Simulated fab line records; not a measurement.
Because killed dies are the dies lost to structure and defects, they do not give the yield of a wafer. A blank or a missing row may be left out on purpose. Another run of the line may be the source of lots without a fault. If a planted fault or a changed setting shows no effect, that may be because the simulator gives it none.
Problem report in the 8D (eight disciplines) form, filled by code	flow n5Finfet	the parts of the form that need people (team, actions taken, sign-off) are left out

1. WHAT WENT WRONG
Wafers without a fault read 13, standard deviation 5.6; killedAtContacts at N5_PASSIVATION_PROBE_49 reads a mean of 132 on 6 wafers belonging to 2 lots. Relative to the usual mean, that is a shift of +21 standard deviations.
First seen on wafer L282.1, day 17 03:16, on prober-01. The record has a number at this step for 6 wafers belonging to 2 lots. By rule, "out" or "out of limits" means more than 4 standard deviations away from the usual mean. Any other wafer with a number is counted as sound.

2. WHAT IT IS, WHAT IT ISN'T
question	is	is not
which readings at this step	killedAtContacts, defectLimitedYield, killedDies, sort_bin_5_function, sortNPass, sortYieldPct	killed_at_M0_to_M3, killedAtFrontEnd, killedAtOther, killedOpen, killedShort
which lots	L282, L284	-
which wafers of those lots	all that have a number	-
read on which tools	prober-01	-
when	from day 17 03:16	up to then (0 sound wafers)

3. SUSPECTS, AND WHAT RULES EACH OUT
Counting: a tool at a process step up to the reading stays a suspect if it ran every lot that is out and no sound lot after the first of them.
- aldMetal-02 at N5_MOL_CONTACT_COAG_ALD_20 (deposits TiN, target thk 1.5 nm, pulse time 1 s, purge time 3 s): kept. It ran every lot that is out, first L282 (day 9 15:44), and no sound lot after that.
- prober-01 at N5_PASSIVATION_PROBE_49: kept. It ran every lot that is out, first L282 (day 17 03:16), and no sound lot after that. Out on those wafers are its own readings of defectLimitedYield, killedAtContacts, killedDies, sort_bin_5_function, sortNPass, sortYieldPct.
Left after counting: aldMetal-02 at N5_MOL_CONTACT_COAG_ALD_20, prober-01 at N5_PASSIVATION_PROBE_49.

4. THE CAUSE (what the simulator had put in)
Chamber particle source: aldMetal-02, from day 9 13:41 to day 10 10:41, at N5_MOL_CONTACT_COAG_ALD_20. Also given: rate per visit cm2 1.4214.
2 suspects survive the count, and this tool is in that group.

5. THE CHAIN OF EFFECTS, in route order
Each row: a reading where the mean over the struck wafers with a number is more than 3 standard deviations away from the usual. Scope: only readings with a usual standard deviation given in the record; hours: median across lots of the time from each lot's start at the first step in this table that gives one to its start at this step; sigmas: change in usual standard deviations.
hours	step	reading	usual	on struck wafers	change	sigmas
0	N5_PASSIVATION_PROBE_49	defectLimitedYield	91.5 %	81.4	-10.1	-7.2
0	N5_PASSIVATION_PROBE_49	killedAtContacts	13	132	+119	+21
0	N5_PASSIVATION_PROBE_49	killedDies	100	220	+120	+7.5
0	N5_PASSIVATION_PROBE_49	killedOnRim	13	26	+13	+3.3
0	N5_PASSIVATION_PROBE_49	sort_bin_5_function	5.0 %	11.3	+6.3	+6.5
0	N5_PASSIVATION_PROBE_49	sortNPass	1080	960	-120	-7.5
0	N5_PASSIVATION_PROBE_49	sortYieldPct	91.5 %	81.4	-10.1	-7.2
The process steps in it:
- N5_PASSIVATION_PROBE_49

6. WHAT WOULD HAVE CAUGHT IT SOONER
The fault began at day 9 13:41; the first out-of-limits reading in this record came at day 17 03:16, 182 hours later.
An alarm limit of 4 standard deviations would not have fired on the tool readings at N5_MOL_CONTACT_COAG_ALD_20 for which the record gives a usual standard deviation, since none of them was out on any struck wafer.
Lots out: 2; all had begun N5_MOL_CONTACT_COAG_ALD_20 on aldMetal-02 by day 17 03:16. Had the tool been put on hold then, not one of them would have been saved.
